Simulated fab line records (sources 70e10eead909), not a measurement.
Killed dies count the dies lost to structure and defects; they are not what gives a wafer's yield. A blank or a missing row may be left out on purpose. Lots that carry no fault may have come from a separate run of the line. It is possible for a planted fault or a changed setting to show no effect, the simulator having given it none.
Which of the tools did it? | flow nandHarc | 18 wafers from 6 lots sampled at 3 of the route's 1159 steps

== WHAT THE GAUGES READ, wafer by wafer ==
NHARC_A_CONTACT_INSPECT_44.
lot  | measured     | on               | rawDefectCount
L312 | day 19 18:57 | defectInspect-01 | 4 5 15
L316 | day 20 10:07 | defectInspect-02 | 27 25 21
L317 | day 20 16:15 | defectInspect-02 | 35 33 43
L325 | day 22 08:31 | defectInspect-01 | 36 42 21
L326 | day 23 00:54 | defectInspect-01 | 26 25 35
L333 | day 23 19:52 | defectInspect-02 | 15 11 16

== WHAT TOOL EACH LOT RAN ON (gives the tool, then ch and the chambers of the sampled wafers, and finally the start) ==
lot  | NHARC_A_CONTACT_DEP_24          | NHARC_A_CONTACT_DEP_28
L312 | pecvd-03 ch 0,1,2, day 19 15:18 | aclDep-03 ch 0, day 19 15:54
L316 | pecvd-03 ch 0,1,2, day 20 01:23 | aclDep-02 ch 0, day 20 08:01
L317 | pecvd-04 ch 0,1,2, day 20 08:55 | aclDep-01 ch 0, day 20 13:32
L325 | pecvd-04 ch 1,2, day 22 04:59   | aclDep-02 ch 0, day 22 05:55
L326 | pecvd-04 ch 1,2, day 22 20:23   | aclDep-01 ch 0, day 22 21:44
L333 | pecvd-04 ch 0,1,2, day 23 13:33 | aclDep-02 ch 0, day 23 16:48
- NHARC_A_CONTACT_DEP_24: deposits SiO2, target thk 500 nm.
- NHARC_A_CONTACT_DEP_28: deposits aC, target thk 3600 nm.

== THE ANSWER, worked out from the rows above alone ==
Rule: the lots themselves supply what counts as usual. Put in order of their means at a reading, lots are off if they are a third of the lots or fewer, leave a main group of 4 or more, and stand apart from it by a gap of 3 or more times the standard deviation of the main group's means; of several such gaps the widest counts. If all means in a main group match to the digits the tables above print for the reading, that group is not used. A lot without any number at a reading at which 4 lots or more have one is off too. All remaining lots with rows at the step are treated as sound.
No lot is off on any of the readings shown, so nothing can be concluded from this.

== WHAT THE SIMULATOR HAD PUT IN ==
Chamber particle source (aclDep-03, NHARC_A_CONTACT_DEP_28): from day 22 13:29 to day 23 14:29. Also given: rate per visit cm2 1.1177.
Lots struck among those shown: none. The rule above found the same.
